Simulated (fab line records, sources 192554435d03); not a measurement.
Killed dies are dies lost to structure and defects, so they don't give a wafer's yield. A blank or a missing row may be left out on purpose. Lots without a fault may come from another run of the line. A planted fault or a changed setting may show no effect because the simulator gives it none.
A struck lot beside a sound one | flow n5_finfet | 28 steps out of a route of 1938
Sound: wafers L850.1, L850.4, L850.6. Struck: wafer L859.5. (L859.1, L859.3 of the same lot were not struck and are left out.) The cause comes at the end.
At each step with rows: each side's tool, then ch and its chambers, then its first start. Under that, the readings that differ: sound wafers | struck wafers | difference of the means | sigmas: that difference in standard deviations of wafers without a fault.
alike: readings whose means differ by less than 2 such deviations, and words and numbers that are the same on both sides. not compared: withheld readings, readings that some wafer has no value for, bounds like >300 that may hide the same value, and numbers for which the record gives no deviation and whose values overlap.
The two part at a step that has a row with sigmas, a row that says differs or no value, or rows on one side only. Numbers that don't overlap but have no deviation are shown without sigmas and don't part them. A reading that every wafer of one side lacks parts them only if that side has two wafers or more.

first, 1 step without rows for these wafers: N5_DUMMY_GATE_UV_OZONE_45 (time 120 s).
N5_DUMMY_GATE_INSPECT_27: inspects for defects (brightfield).
  sound on defect_inspect-02, day 3 11:03; struck on defect_inspect-02, day 5 19:06
  alike: raw_defect_count
N5_SPACER0_ALD_07: deposits SiNx, target thk 2 nm.
  sound on ald_sin-03 ch 0,1,3, day 3 11:05; struck on ald_sin-01 ch 1, day 5 19:08
  alike: heater_power_w
N5_SPACER0_ALD_00: deposits SiOCN, target thk 3.5 nm, pulse time 3 s, purge time 2 s.
  sound on ald_sin-03 ch 0,1,3, day 3 11:14; struck on ald_sin-01 ch 1, day 5 19:17
  alike: heater_power_w, precursor_pulse_height_rel
then, 1 step without rows for these wafers: N5_SPACER0_ALD_08 (deposits SiNx, target thk 2 nm).
N5_SPACER0_INSPECT_04: inspects for defects (darkfield).
  sound on defect_inspect-01, day 3 11:40; struck on defect_inspect-01, day 5 19:42
  alike: raw_defect_count
then, 6 steps without rows for these wafers: N5_SD_EPI_N_COAT_32 (time 60 s, resist thk 350 nm); N5_SD_EPI_N_COAT_33 (time 60 s, resist thk 35 nm); N5_SD_EPI_N_COAT_03 (resist thk 150 nm); N5_SD_EPI_N_EBR_05; N5_SD_EPI_N_SOFTBAKE_04 (time 60 s); N5_SD_EPI_N_EXPOSE_06 (exposes mask SD N BLK, target cd 120 nm).
N5_SD_EPI_N_PEB_07: peb time 60 s.
  sound on litho_track-01 ch 0, day 3 11:59; struck on litho_track-01 ch 0, day 5 20:02
  reading                  | sound             | struck | difference | sigmas
  heater_power_total_W (W) | 176.3 173.3 174.6 | 363.3  | +188.6     | +99 or more
  alike: resist_line_temp_C
then, 1 step without rows for these wafers: N5_SD_EPI_N_DEVELOP_08 (develop time 30 s).
N5_SD_EPI_N_CD_MEAS_09: target cd 120 nm.
  sound on cd_sem-02 ch 0, day 3 12:04; struck on cd_sem-03 ch 0, day 5 20:07
  reading    | sound             | struck | difference | sigmas
  cd_nm (nm) | 120.0 120.2 120.8 | 61.3   | -59.0      | -92
N5_SD_EPI_N_OVL_MEAS_10:
  sound on overlay-02 ch 0, day 3 12:05; struck on overlay-02 ch 0, day 5 20:08
  alike: SD_N_BLK_OVL
N5_SD_EPI_N_INSPECT_11: inspects for defects (macro).
  sound on defect_inspect-02, day 3 12:07; struck on defect_inspect-02, day 5 20:10
  alike: raw_defect_count
N5_SD_EPI_N_DESCUM_14: chemistry O2, time 7.9 s.
  sound on rie_diel-04 ch 0,3, day 3 12:17; struck on rie_diel-03 ch 2, day 5 20:12
  reading                   | sound         | struck | difference | sigmas
  model.SD_EPI_N.cd_nm (nm) | 120 120 120.6 | 61.2   | -59.0      |
  alike: drypump_motor_current_A, oes_product_au, rf_vpp_V, showerhead_plenum_p_Torr, throttle_valve_pct
  not compared: rf_hours_counter_h
then, 1 step without rows for these wafers: N5_SD_EPI_N_ETCH_34 (etches SiARC in CF4, target depth 45.5 nm, time 75.8 s).
N5_SD_EPI_N_ETCH_35: etches SOC in N2/H2, overetch 108 nm, time 486 s.
  sound on rie_diel-04 ch 0,3, day 3 12:22; struck on rie_diel-03 ch 2, day 5 20:17
  alike: bias_w, drypump_motor_current_A, oes_product_au, rf_vpp_V, showerhead_plenum_p_Torr, throttle_valve_pct
  not compared: rf_hours_counter_h
then, 1 step without rows for these wafers: N5_SD_EPI_N_STRIP_36 (strips in N2/H2).
N5_SD_EPI_N_ETCHBACK_44: etches SiNx in CH3F/O2, stops on SiO2, target depth 14.5 nm.
  sound on rie_diel-04 ch 0,3, day 3 12:42; struck on rie_diel-03 ch 2, day 5 20:37
  reading      | sound       | struck | difference | sigmas
  rf_vpp_V (V) | 302 297 297 | 311    | +12        | +3
  alike: bias_w, drypump_motor_current_A, oes_product_au, showerhead_plenum_p_Torr, throttle_valve_pct
  not compared: rf_hours_counter_h
N5_SD_EPI_N_ETCH_45: etches SiOCN in CH3F/O2, target depth 6 nm.
  sound on rie_diel-04 ch 0,3, day 3 12:48; struck on rie_diel-03 ch 2, day 5 20:43
  alike: bias_w, drypump_motor_current_A, oes_product_au, rf_vpp_V, showerhead_plenum_p_Torr, throttle_valve_pct
  not compared: rf_hours_counter_h
then, 2 steps without rows for these wafers: N5_SD_EPI_N_ETCH_16 (etches SiO2 in CHF3/O2, target depth 5 nm); N5_SD_EPI_N_STRIP_47 (strips in CHF3/O2).
N5_SD_EPI_N_SD_RECESS_17: chemistry HBr/Cl2/O2, target depth 41 nm, time 23.7 s, bt time 3 s.
  sound on rie_si-03 ch 1,2,3, day 3 12:58; struck on rie_si-02 ch 3, day 5 20:53
  reading                   | sound           | struck | difference | sigmas
  model.SD_EPI_N.cd_nm (nm) | 119.2 121 120.4 | 60.2   | -60.0      |
  alike: bias_w, drypump_motor_current_A, oes_product_au, throttle_valve_pct
  not compared: rf_hours_counter_h
then, 1 step without rows for these wafers: N5_SD_EPI_N_STRIP_38 (strips in N2/H2).
N5_BEOL_M4_RC_MEAS_101:
  the record has rows for the sound wafers here (prober-02 ch 0, day 8 10:47) and none for the struck ones

WHERE THEY PART
First at N5_SD_EPI_N_PEB_07; last, within this record, at N5_BEOL_M4_RC_MEAS_101.

WHY: what the simulator had put in
Process parameter drift: litho_track-01, from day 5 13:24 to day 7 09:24, at N5_SD_EPI_N_PEB_07. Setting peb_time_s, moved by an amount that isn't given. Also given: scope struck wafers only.
